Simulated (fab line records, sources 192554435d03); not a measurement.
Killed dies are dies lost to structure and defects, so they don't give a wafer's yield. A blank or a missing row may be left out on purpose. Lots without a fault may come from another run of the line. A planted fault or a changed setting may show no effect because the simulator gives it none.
Split-lot experiment | flow n5_finfet | 7 lots, 39 wafers read, on a route of 1938 steps

THE SPLIT
At N5_SD_EPI_N_LINER_46 (material SiNx, target thk 3 nm), the setting target_thk_a was moved away from the recipe's 30 angstrom on 18 of the 39 wafers read, by -16.0% to +14.3%. The other wafers ran this setting at the recipe's value.

The reading is taken at the split's own step.

THE READING
SiNx_of_SD_EPI_N_LINER_46.thk_nm (the simulator's own value, which no gauge read), in nm, at N5_SD_EPI_N_LINER_46 (material SiNx, target thk 3 nm). The file gives no usual value for it.

wafer  | tool, chamber at the split | target_thk_a as run, angstrom | against the recipe | SiNx_of_SD_EPI_N_LINER_46.thk_nm, nm | against lot-mates on the recipe
L074.1 | ald_sin-04, 0,1,2          | 26.56                         | -11.5%             | 2.6                                  | -0.4
L074.2 | ald_sin-04, 0,1,2          | 26.56                         | -11.5%             | 2.6                                  | -0.4
L074.3 | ald_sin-04, 0,1,2          | 26.56                         | -11.5%             | 2.6                                  | -0.4
L074.4 | ald_sin-04, 3,1,2          | 30                            | recipe             | 3                                    | -
L074.5 | ald_sin-04, 3,1,2          | 30                            | recipe             | 3                                    | -
L074.6 | ald_sin-04, 3,1,2          | 30                            | recipe             | 3                                    | -
L081.2 | ald_sin-02, 0,1,2          | 30                            | recipe             | 3                                    | -
L081.4 | ald_sin-02, 0,1,2          | 30                            | recipe             | 3                                    | -
L081.5 | ald_sin-02, 0,1,2          | 30                            | recipe             | 3                                    | -
L084.1 | ald_sin-04, 3,1,2          | 25.77                         | -14.1%             | 2.6                                  | -0.4
L084.2 | ald_sin-04, 3,1,2          | 25.77                         | -14.1%             | 2.6                                  | -0.4
L084.3 | ald_sin-04, 3,1,2          | 25.77                         | -14.1%             | 2.6                                  | -0.4
L084.4 | ald_sin-04, 0,1,0          | 30                            | recipe             | 3                                    | -
L084.5 | ald_sin-04, 0,1,0          | 30                            | recipe             | 3                                    | -
L084.6 | ald_sin-04, 0,1,0          | 30                            | recipe             | 3                                    | -
L093.1 | ald_sin-02, 2,1,0          | 30                            | recipe             | 3                                    | -
L093.2 | ald_sin-02, 2,1,0          | 30                            | recipe             | 3                                    | -
L093.6 | ald_sin-02, 2,1,0          | 30                            | recipe             | 3                                    | -
L093.3 | ald_sin-02, 3,0,3          | 28.51                         | -5.0%              | 2.8                                  | -0.2
L093.4 | ald_sin-02, 3,0,3          | 28.51                         | -5.0%              | 2.8                                  | -0.2
L093.5 | ald_sin-02, 3,0,3          | 28.51                         | -5.0%              | 2.8                                  | -0.2
L094.1 | ald_sin-04, 0,3,2          | 34.28                         | +14.3%             | 3.4                                  | +0.4
L094.5 | ald_sin-04, 0,3,2          | 34.28                         | +14.3%             | 3.4                                  | +0.4
L094.6 | ald_sin-04, 0,3,2          | 34.28                         | +14.3%             | 3.4                                  | +0.4
L094.2 | ald_sin-04, 3,2,1          | 30                            | recipe             | 3                                    | -
L094.3 | ald_sin-04, 3,2,1          | 30                            | recipe             | 3                                    | -
L094.4 | ald_sin-04, 3,2,1          | 30                            | recipe             | 3                                    | -
L095.1 | ald_sin-04, 2,0,2          | 32.22                         | +7.4%              | 3.2                                  | +0.2
L095.4 | ald_sin-04, 2,0,2          | 32.22                         | +7.4%              | 3.2                                  | +0.2
L095.6 | ald_sin-04, 2,0,2          | 32.22                         | +7.4%              | 3.2                                  | +0.2
L095.2 | ald_sin-04, 3,1,3          | 30                            | recipe             | 3                                    | -
L095.3 | ald_sin-04, 3,1,3          | 30                            | recipe             | 3                                    | -
L095.5 | ald_sin-04, 3,1,3          | 30                            | recipe             | 3                                    | -
L097.1 | ald_sin-02, 2              | 25.2                          | -16.0%             | 2.4                                  | -0.6
L097.2 | ald_sin-02, 1,0            | 25.2                          | -16.0%             | 2.6                                  | -0.4
L097.4 | ald_sin-02, 1,0            | 25.2                          | -16.0%             | 2.6                                  | -0.4
L097.3 | ald_sin-02, 3,2,1          | 30                            | recipe             | 3                                    | -
L097.5 | ald_sin-02, 3,2,1          | 30                            | recipe             | 3                                    | -
L097.6 | ald_sin-02, 3,2,1          | 30                            | recipe             | 3                                    | -
Where a row lists several chambers, the file gives one row for several wafers and doesn't say which wafer went through which chamber.

THE FIT
A straight line over all 39 wafers: SiNx_of_SD_EPI_N_LINER_46.thk_nm changes by +0.0295 nm for each +1% of target_thk_a; r = +0.99; the points scatter about the line by 0.035 nm.
The same after taking each lot's own level away (the mean of its wafers on the recipe; 39 wafers): +0.0295 nm for each +1%; r = +0.99; scatter 0.035 nm.
On that fit, the largest move of target_thk_a shifts the reading by 0.47 nm.
The lots' own levels span 3.00 to 3.00 nm.
So the lot-to-lot level changes the slope little: the two slopes agree.
Check: with one of the wafers moved furthest among these (-16.0%) left out of the fit, the line predicts -0.468 nm for it against its lot-mates. It came out at -0.6 nm against them.

OTHER SPLITS ON THESE WAFERS
These wafers also went through other splits before the reading. Each is held against what the fit with the lots' levels taken away leaves over:
other split on the same wafers  | wafers away from the commonest value | r with SiNx_of_SD_EPI_N_LINER_46.thk_nm (lot level and that fit taken away)
N5_DUMMY_GATE_EXPOSE_12 dose_mj | 12                                   | +0.14
N5_DUMMY_GATE_ETCH_37 source_w  | 9                                    | +0.16

THE FILE'S OWN FIT
SiNx_of_SD_EPI_N_LINER_46.thk_nm changes by +0.0298 nm for each +1% of target_thk_a, r = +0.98.
